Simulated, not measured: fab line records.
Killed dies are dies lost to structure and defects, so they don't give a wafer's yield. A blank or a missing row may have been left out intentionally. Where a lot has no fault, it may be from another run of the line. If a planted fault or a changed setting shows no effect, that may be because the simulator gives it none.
Which tool was responsible?    flow n5-finfet    Sampling: 24 lots, 72 wafers, 6 of 1938 route steps

## WHAT THE GAUGES SHOWED, per wafer
N5_BEOL_M12_CD_MEAS_17: the cd target is 140 nm.
lot   measured      on         cd-nm (nm)
L074  day 12 04:17  cd-sem-01  141.0 142.0 139.9
L075  day 12 03:38  cd-sem-03  140.1 136.8 140.3
L078  day 12 12:55  cd-sem-03  137.4 139.8 138.9
L077  day 12 12:10  cd-sem-03  139.5 137.5 138.8
L076  day 12 22:38  cd-sem-03  139.7 137.6 140.0
L079  day 13 02:54  cd-sem-01  143.0 140.5 141.1
L080  day 13 02:38  cd-sem-01  136.8 140.4 139.2
L081  day 13 13:05  cd-sem-02  138.8 140.4 138.8
L082  day 14 06:49  cd-sem-01  140.2 139.0 138.3
L085  day 14 12:52  cd-sem-01  139.4 141.4 142.0
L083  day 14 12:35  cd-sem-02  141.8 142.5 141.0
L086  day 14 15:07  cd-sem-02  140.1 142.4 140.8
L084  day 14 23:48  cd-sem-03  140.2 141.1 141.6
L087  day 15 14:52  cd-sem-01  140.9 141.2 141.5
L088  day 16 04:05  cd-sem-01  138.7 140.2 138.3
L091  day 16 07:32  cd-sem-02  139.4 136.7 139.3
L089  day 16 08:49  cd-sem-03  142.0 140.7 139.3
L090  day 16 07:57  cd-sem-03  136.5 141.5 141.6
L093  day 16 08:16  cd-sem-03  142.1 141.0 141.8
L092  day 16 19:12  cd-sem-02  138.0 139.6 140.9
L094  day 17 14:05  cd-sem-01  141.5 141.5 145.4
L096  day 17 19:00  cd-sem-03  141.9 140.9 142.4
L095  day 17 19:52  cd-sem-03  139.3 141.0 139.6
L097  day 17 23:45  cd-sem-02  138.4 140.0 139.7

## TOOL THAT RAN EACH LOT (tool first, then ch and the chambers of the sampled wafers, then the start)
lot   N5_BEOL_M10_ALD_74                   N5_BEOL_M11_ILD_DEP_00           N5_BEOL_M11_DESCUM_16               N5_BEOL_M11_STRIP_36                N5_BEOL_M11_SPUTTER_48
L074  ald-metal-02 ch 0,3, day 11 17:01    pecvd-02 ch 0,1, day 11 18:34    rie-diel-01 ch 1,2,3, day 11 21:15  rie-diel-03 ch 0,1, day 11 23:56    pvd-sputter-03, day 12 01:53
L075  ald-metal-03 ch 0,1,2, day 11 17:34  pecvd-02 ch 0,1, day 11 19:50    rie-diel-01 ch 0,1,2, day 11 21:31  rie-diel-06 ch 0,1, day 11 23:46    pvd-sputter-03, day 12 01:35
L078  ald-metal-03 ch 1,2,3, day 12 00:55  pecvd-04 ch 0,1,2, day 12 02:53  rie-diel-01 ch 0,1,2, day 12 06:22  rie-diel-06 ch 1,2, day 12 08:51    pvd-sputter-03, day 12 10:45
L077  ald-metal-04 ch 2,3, day 12 01:21    pecvd-04 ch 0,1, day 12 03:31    rie-diel-06 ch 0,3, day 12 06:46    rie-diel-01 ch 0,1,2, day 12 08:41  pvd-sputter-02, day 12 10:08
L076  ald-metal-02 ch 0,1,2, day 12 10:56  pecvd-01 ch 0,1, day 12 13:19    rie-diel-06 ch 1,3, day 12 15:22    rie-diel-06 ch 0,1,2, day 12 17:02  pvd-sputter-02, day 12 20:04
L079  ald-metal-04 ch 0,2, day 12 14:35    pecvd-01 ch 0,1, day 12 17:16    rie-diel-06 ch 0,2,3, day 12 20:01  rie-diel-06 ch 1,2,3, day 12 22:28  pvd-sputter-01, day 13 00:41
L080  ald-metal-02 ch 2,3, day 12 14:40    pecvd-01 ch 0,1,2, day 12 16:49  rie-diel-06 ch 1,2, day 12 19:45    rie-diel-06 ch 0,1, day 12 22:00    pvd-sputter-01, day 13 00:36
L081  ald-metal-02 ch 1,2, day 12 23:18    pecvd-01 ch 0,1,2, day 13 00:55  rie-diel-06 ch 0,1,3, day 13 05:05  rie-diel-06 ch 1,2, day 13 07:23    pvd-sputter-01, day 13 08:55
L082  ald-metal-03 ch 0,1,3, day 13 12:25  pecvd-01 ch 0,1,2, day 13 17:25  rie-diel-01 ch 0,1,3, day 13 19:23  rie-diel-03 ch 0,1, day 13 22:17    pvd-sputter-02, day 14 01:01
L085  ald-metal-04 ch 1,2,3, day 13 22:50  pecvd-04 ch 0,1,2, day 14 02:13  rie-diel-01 ch 0,1,3, day 14 05:38  rie-diel-06 ch 0,3, day 14 08:55    pvd-sputter-02, day 14 10:43
L083  ald-metal-02 ch 0,2,3, day 13 23:00  pecvd-01 ch 0,1,2, day 14 02:55  rie-diel-06 ch 1,2,3, day 14 05:48  rie-diel-01 ch 1,2,3, day 14 08:34  pvd-sputter-01, day 14 10:20
L086  ald-metal-03 ch 2,3, day 14 02:32    pecvd-02 ch 0,1,2, day 14 06:32  rie-diel-03 ch 0,1,3, day 14 09:22  rie-diel-03 ch 1,2,3, day 14 10:55  pvd-sputter-02, day 14 12:55
L084  ald-metal-04 ch 0,1,2, day 14 09:59  pecvd-04 ch 0,1,2, day 14 11:31  rie-diel-06 ch 0,2,3, day 14 13:43  rie-diel-06 ch 0,1,2, day 14 17:48  pvd-sputter-03, day 14 19:44
L087  ald-metal-03 ch 0,1,3, day 14 18:53  pecvd-02 ch 0,1,2, day 14 20:58  rie-diel-06 ch 0,2,3, day 15 00:07  rie-diel-03 ch 0,1,3, day 15 01:40  pvd-sputter-01, day 15 04:21
L088  ald-metal-04 ch 0,2,3, day 15 19:08  pecvd-02 ch 0,1,2, day 15 20:38  rie-diel-06 ch 0,1,3, day 15 22:28  rie-diel-03 ch 0,2,3, day 15 23:42  pvd-sputter-03, day 16 01:31
L091  ald-metal-02 ch 1,2,3, day 15 20:59  pecvd-02 ch 0,1,2, day 15 22:31  rie-diel-01 ch 0,2,3, day 16 01:05  rie-diel-01 ch 0,1,3, day 16 03:51  pvd-sputter-01, day 16 05:17
L089  ald-metal-03 ch 1,2, day 15 21:23    pecvd-04 ch 1,2, day 15 23:03    rie-diel-01 ch 0,1, day 16 01:20    rie-diel-06 ch 0,1,3, day 16 04:29  pvd-sputter-03, day 16 06:31
L090  ald-metal-02 ch 0,1,3, day 15 21:40  pecvd-01 ch 1,2, day 15 23:17    rie-diel-01 ch 1,2, day 16 01:37    rie-diel-06 ch 0,1,2, day 16 04:01  pvd-sputter-03, day 16 05:41
L093  ald-metal-04 ch 1,2,3, day 15 21:52  pecvd-02 ch 0,1,2, day 16 00:19  rie-diel-03 ch 1,3, day 16 01:48    rie-diel-03 ch 0,1, day 16 04:12    pvd-sputter-01, day 16 05:59
L092  ald-metal-02 ch 0,1,2, day 16 06:35  pecvd-01 ch 0,2, day 16 08:05    rie-diel-06 ch 0,2,3, day 16 11:12  rie-diel-03 ch 0,1,3, day 16 13:51  pvd-sputter-01, day 16 17:10
L094  ald-metal-02 ch 0,2,3, day 17 00:49  pecvd-01 ch 0,1,2, day 17 03:17  rie-diel-01 ch 0,2, day 17 07:20    rie-diel-01 ch 0,3, day 17 09:01    pvd-sputter-03, day 17 10:26
L096  ald-metal-03 ch 0,2, day 17 06:49    pecvd-02 ch 1,2, day 17 08:42    rie-diel-06 ch 0,1,3, day 17 11:52  rie-diel-01 ch 2,3, day 17 13:48    pvd-sputter-03, day 17 16:56
L095  ald-metal-02 ch 1,2, day 17 07:20    pecvd-02 ch 0,1,2, day 17 10:42  rie-diel-01 ch 0,2,3, day 17 14:12  rie-diel-06 ch 1,2, day 17 16:04    pvd-sputter-01, day 17 17:35
L097  ald-metal-02 ch 0,1,2, day 17 10:16  pecvd-01 ch 0,1, day 17 13:12    rie-diel-06 ch 0,2,3, day 17 16:57  rie-diel-01 ch 0,3, day 17 19:04    pvd-sputter-03, day 17 21:31
- N5_BEOL_M10_ALD_74: deposits TaN, target thk 2 nm, pulse time 2 s, purge time 3 s.
- N5_BEOL_M11_ILD_DEP_00: deposits SiCOH lowk from DEMS/porogen, target thk 308.51 nm, time 58 s.
- N5_BEOL_M11_DESCUM_16: chemistry O2, time 7.9 s.
- N5_BEOL_M11_STRIP_36: strips in N2/H2.
- N5_BEOL_M11_SPUTTER_48: material Cu, target thk 12 nm, time 2 s.

## AS READ BY THE TOOLS THEMSELVES (means over the sampled wafers that have a number; for cases with no such wafer, the mark the record gives instead)
N5_BEOL_M10_ALD_74.
lot   tool          heater-power-w (W)  susceptor-temp-C (C)
L074  ald-metal-02  417                 275.03
L075  ald-metal-03  422                 274.82
L078  ald-metal-03  409                 274.94
L077  ald-metal-04  406                 275.04
L076  ald-metal-02  350                 274.97
L079  ald-metal-04  409                 275.09
L080  ald-metal-02  422                 274.80
L081  ald-metal-02  357                 274.94
L082  ald-metal-03  406                 275.14
L085  ald-metal-04  430                 274.94
L083  ald-metal-02  391                 274.87
L086  ald-metal-03  407                 274.90
L084  ald-metal-04  420                 275.07
L087  ald-metal-03  413                 274.97
L088  ald-metal-04  397                 274.78
L091  ald-metal-02  381                 275.06
L089  ald-metal-03  411                 274.84
L090  ald-metal-02  383                 275.05
L093  ald-metal-04  417                 274.95
L092  ald-metal-02  356                 275.12
L094  ald-metal-02  390                 275.11
L096  ald-metal-03  428                 274.86
L095  ald-metal-02  365                 274.88
L097  ald-metal-02  359                 275.06

N5_BEOL_M11_ILD_DEP_00.
lot   tool      heater-power-w (W)  showerhead-plenum-p-Torr (Torr)  susceptor-temp-C (C)  throttle-valve-pct (%)
L074  pecvd-02  295                 5.722                            300.06                14.8
L075  pecvd-02  318                 5.725                            300.02                14.7
L078  pecvd-04  262                 5.736                            300.17                13.8
L077  pecvd-04  280                 5.751                            299.79                14.0
L076  pecvd-01  391                 5.749                            299.96                14.4
L079  pecvd-01  352                 5.749                            300.07                14.5
L080  pecvd-01  332                 5.756                            300.13                13.8
L081  pecvd-01  329                 5.746                            299.87                13.8
L082  pecvd-01  339                 5.762                            300.00                13.7
L085  pecvd-04  247                 5.745                            300.08                13.6
L083  pecvd-01  331                 5.748                            300.12                13.8
L086  pecvd-02  303                 5.730                            300.12                14.4
L084  pecvd-04  239                 5.740                            300.05                13.6
L087  pecvd-02  291                 5.730                            300.00                14.4
L088  pecvd-02  309                 5.726                            299.85                14.4
L091  pecvd-02  287                 5.720                            299.85                14.5
L089  pecvd-04  251                 5.736                            299.90                13.5
L090  pecvd-01  316                 5.755                            300.10                13.3
L093  pecvd-02  287                 5.730                            300.08                14.4
L092  pecvd-01  357                 5.755                            300.08                13.6
L094  pecvd-01  358                 5.750                            299.91                13.8
L096  pecvd-02  282                 5.740                            299.86                14.6
L095  pecvd-02  294                 5.733                            300.09                14.5
L097  pecvd-01  358                 5.745                            300.11                14.4

N5_BEOL_M11_DESCUM_16.
lot   tool         drypump-motor-current-A (A)  o2-flow-sccm (sccm)  oes-product-au (a.u.)  rf-vpp-V (V)  showerhead-plenum-p-Torr (Torr)  throttle-valve-pct (%)
L074  rie-diel-01  6.0                          224.9                0.76                   243.2         2.08                             20.46
L075  rie-diel-01  5.9                          224.4                0.72                   244.3         2.10                             20.68
L078  rie-diel-01  5.9                          224.7                0.72                   242.7         2.10                             20.68
L077  rie-diel-06  6.2                          225.2                0.78                   244.3         2.11                             20.28
L076  rie-diel-06  5.7                          225.0                0.79                   244.5         2.11                             20.51
L079  rie-diel-06  6.2                          224.8                0.77                   244.2         2.12                             20.20
L080  rie-diel-06  5.5                          224.6                0.82                   243.9         2.14                             20.44
L081  rie-diel-06  5.9                          225.4                0.81                   243.1         2.12                             20.30
L082  rie-diel-01  6.0                          224.8                0.73                   241.2         2.04                             20.56
L085  rie-diel-01  6.0                          225.0                0.73                   240.8         2.04                             20.57
L083  rie-diel-06  5.7                          224.7                0.76                   244.1         2.13                             20.44
L086  rie-diel-03  5.1                          224.8                0.80                   242.7         2.05                             20.55
L084  rie-diel-06  6.2                          225.1                0.76                   243.7         2.12                             20.23
L087  rie-diel-06  6.1                          224.8                0.76                   242.7         2.11                             20.23
L088  rie-diel-06  5.9                          225.5                0.79                   243.5         2.11                             20.32
L091  rie-diel-01  6.1                          224.5                0.74                   243.1         2.10                             20.56
L089  rie-diel-01  5.9                          225.3                0.67                   241.9         2.02                             20.76
L090  rie-diel-01  5.9                          225.1                0.72                   244.2         2.12                             20.66
L093  rie-diel-03  4.8                          225.0                0.76                   241.9         2.01                             20.65
L092  rie-diel-06  6.2                          224.3                0.75                   242.5         2.11                             20.25
L094  rie-diel-01  5.9                          224.6                0.70                   244.0         2.16                             20.71
L096  rie-diel-06  5.9                          224.8                0.78                   244.4         2.11                             20.34
L095  rie-diel-01  6.1                          225.3                0.72                   242.4         2.10                             20.59
L097  rie-diel-06  6.2                          224.8                0.74                   243.3         2.11                             20.26

N5_BEOL_M11_STRIP_36.
lot   tool         drypump-motor-current-A (A)  oes-product-au (a.u.)  rf-vpp-V (V)  showerhead-plenum-p-Torr (Torr)  throttle-valve-pct (%)
L074  rie-diel-03  5.2                          0.83                   59.4          2.50                             23.83
L075  rie-diel-06  5.7                          0.86                   58.4          2.59                             23.64
L078  rie-diel-06  5.4                          0.83                   58.4          2.60                             23.81
L077  rie-diel-01  5.9                          0.72                   59.0          2.53                             23.70
L076  rie-diel-06  5.9                          0.82                   60.2          2.60                             23.56
L079  rie-diel-06  5.7                          0.77                   57.3          2.58                             23.68
L080  rie-diel-06  5.7                          0.87                   59.1          2.59                             23.66
L081  rie-diel-06  5.7                          0.76                   59.8          2.61                             23.74
L082  rie-diel-03  5.2                          0.82                   60.4          2.50                             23.85
L085  rie-diel-06  6.4                          0.82                   60.5          2.56                             23.32
L083  rie-diel-01  6.0                          0.75                   59.0          2.50                             23.49
L086  rie-diel-03  4.9                          0.77                   58.6          2.48                             23.92
L084  rie-diel-06  5.9                          0.79                   58.9          2.59                             23.57
L087  rie-diel-03  5.1                          0.80                   60.2          2.49                             23.86
L088  rie-diel-03  5.1                          0.77                   56.8          2.52                             23.80
L091  rie-diel-01  6.0                          0.72                   59.6          2.45                             23.63
L089  rie-diel-06  5.9                          0.79                   60.6          2.55                             23.57
L090  rie-diel-06  5.9                          0.79                   59.3          2.59                             23.61
L093  rie-diel-03  5.3                          0.84                   58.0          2.54                             23.70
L092  rie-diel-03  5.1                          0.80                   60.2          2.48                             23.86
L094  rie-diel-01  6.1                          0.71                   60.1          2.49                             23.63
L096  rie-diel-01  6.1                          0.76                   58.9          2.50                             23.25
L095  rie-diel-06  5.4                          0.77                   59.6          2.58                             23.88
L097  rie-diel-01  6.2                          0.71                   60.4          2.48                             23.64

N5_BEOL_M11_SPUTTER_48.
lot   tool            susceptor-temp-C (C)  throttle-valve-pct (%)
L074  pvd-sputter-03  -20.12                31.1
L075  pvd-sputter-03  -20.04                30.8
L078  pvd-sputter-03  -19.98                31.0
L077  pvd-sputter-02  -20.00                30.5
L076  pvd-sputter-02  -20.00                30.4
L079  pvd-sputter-01  -19.95                29.6
L080  pvd-sputter-01  -20.05                30.3
L081  pvd-sputter-01  -19.97                30.4
L082  pvd-sputter-02  -20.00                31.1
L085  pvd-sputter-02  -20.10                30.5
L083  pvd-sputter-01  -19.91                29.6
L086  pvd-sputter-02  -19.97                30.9
L084  pvd-sputter-03  -19.97                30.9
L087  pvd-sputter-01  -20.06                29.8
L088  pvd-sputter-03  -20.00                30.5
L091  pvd-sputter-01  -19.98                29.6
L089  pvd-sputter-03  -20.01                30.5
L090  pvd-sputter-03  -20.00                31.0
L093  pvd-sputter-01  -19.99                29.6
L092  pvd-sputter-01  -19.99                30.4
L094  pvd-sputter-03  -20.04                30.4
L096  pvd-sputter-03  -19.97                31.2
L095  pvd-sputter-01  -19.89                30.2
L097  pvd-sputter-03  -20.06                30.4

## THE ANSWER, worked out from the rows above alone
Rule: the lots themselves supply what counts as usual. The widest of any qualifying gaps counts: lots, ordered by their means at a reading, are off when they make up no more than a third of the lots, leave a main group of 4 or more, and stand apart from it by 3 or more times the standard deviation of that group's means. Not used: any main group whose means are identical at the precision the tables above print for the reading. Also off: a lot with no number at a reading for which 4 or more lots have one. Any other lot the step has rows for is counted as sound. The gauges are gone through in route order, then the tools' own readings, and for those a lot's mean is taken as printed above. At the first step where some lot is off, the reading lying furthest off is the one used; lots without a number count as furthest.
Nothing can be told from this: no lot is off at any reading shown.

## WHAT HAD BEEN PUT IN BY THE SIMULATOR
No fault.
